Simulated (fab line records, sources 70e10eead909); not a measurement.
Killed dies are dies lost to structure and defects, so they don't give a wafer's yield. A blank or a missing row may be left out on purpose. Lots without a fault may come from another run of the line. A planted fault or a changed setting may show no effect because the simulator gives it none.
Chamber matching | flow nand_harc | NHARC_A_CHANNEL_HOLE_D1_ETCH_44 on rie_diel-10: 4 sister chambers
The step etches the open film in CF4/O2, target depth 140 nm, overetch 14 nm, time 77 s. 22 wafers are shown with their chamber, then 11 later ones without.

WAFERS WITH THEIR CHAMBER
wafer  | chamber | drypump_motor_current_A (A) | rf_vpp_V (V) | rf_fwd_power_W (W)
L666.1 | 2       | 5.8                         | 199.6        | 296.5
L666.3 | 1       | 5.3                         | 200.2        | 296.6
L666.4 | 1       | 5.3                         | 199.7        | 296.1
L667.1 | 2       | 5.8                         | 198.8        | 299.4
L667.4 | 3       | 5.6                         | 196.0        | 298.9
L667.6 | 2       | 5.8                         | 198.3        | 298.5
L669.3 | 3       | 5.7                         | 195.8        | 297.2
L669.4 | 2       | 5.8                         | 197.8        | 297.9
L669.6 | 1       | 5.3                         | 200.1        | 296.1
L674.1 | 3       | 5.6                         | 195.3        | 299.6
L674.2 | 2       | 5.8                         | 199.2        | 298.4
L674.3 | 1       | 5.3                         | 200.7        | 296.2
L675.2 | 2       | 5.8                         | 198.4        | 299.7
L675.3 | 0       | 5.7                         | 197.9        | 297.3
L675.6 | 0       | 5.6                         | 198.1        | 298.1
L676.4 | 0       | 5.7                         | 197.5        | 297.0
L676.5 | 3       | 5.6                         | 193.4        | 298.3
L676.6 | 0       | 5.6                         | 196.9        | 297.7
L683.3 | 0       | 5.7                         | 195.1        | 297.8
L683.4 | 3       | 5.6                         | 195.4        | 298.1
L683.5 | 2       | 5.8                         | 197.9        | 298.3
L685.4 | 1       | 5.3                         | 198.6        | 296.1

SIGNATURES (means of the wafers above)
reading                 | chamber 0 | chamber 1 | chamber 2 | chamber 3 | scatter within a chamber
drypump_motor_current_A | 5.660     | 5.300     | 5.800     | 5.620     | 0.0333
rf_vpp_V                | 197.100   | 199.860   | 198.571   | 195.180   | 0.921
rf_fwd_power_W          | 297.580   | 296.220   | 298.386   | 298.420   | 0.772
Rule: a wafer's distance from a chamber is the root of the sum, over the readings, of the square of ((its reading less the chamber's mean) divided by the reading's scatter). The wafer belongs to the nearest chamber; if the next one is less than 2 further off, it can't be placed. The scatter: the root of (the sum of the squares of (reading less its chamber's mean) over the shown wafers, divided by (wafers less chambers)).

WAFERS WITHOUT THEIR CHAMBER
wafer  | drypump_motor_current_A (A) | rf_vpp_V (V) | rf_fwd_power_W (W)
L685.5 | 5.3                         | 198.7        | 296.2
L685.6 | 5.6                         | 197.5        | 297.3
L686.2 | 5.7                         | 196.9        | 298.2
L686.4 | 5.3                         | 199.7        | 296.9
L686.5 | 5.7                         | 196.9        | 298.3
L687.1 | 5.7                         | 196.3        | 297.7
L687.4 | 5.6                         | 194.8        | 298.0
L687.5 | 5.6                         | 198.6        | 297.4
L688.1 | 5.6                         | 194.6        | 297.8
L688.3 | 5.8                         | 197.9        | 296.5
L688.5 | 5.6                         | 196.2        | 297.6

WHICH CHAMBER EACH WENT THROUGH
wafer  | from the rows above          | in truth
L685.5 | 1                            | 1
L685.6 | can't be placed: 0 or 3      | 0
L686.2 | can't be placed: 0 or 3      | 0
L686.4 | 1                            | 1
L686.5 | can't be placed: 0 or 3 or 2 | 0
L687.1 | can't be placed: 0 or 3      | 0
L687.4 | 3                            | 3
L687.5 | can't be placed: 0 or 3      | 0
L688.1 | 3                            | 3
L688.3 | can't be placed: 2 or 0      | 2
L688.5 | can't be placed: 3 or 0      | 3
Placed correctly: 4 of 11. Can't be placed from these rows: 7 (the true chamber is among the candidates in 7). Placed wrongly: 0.
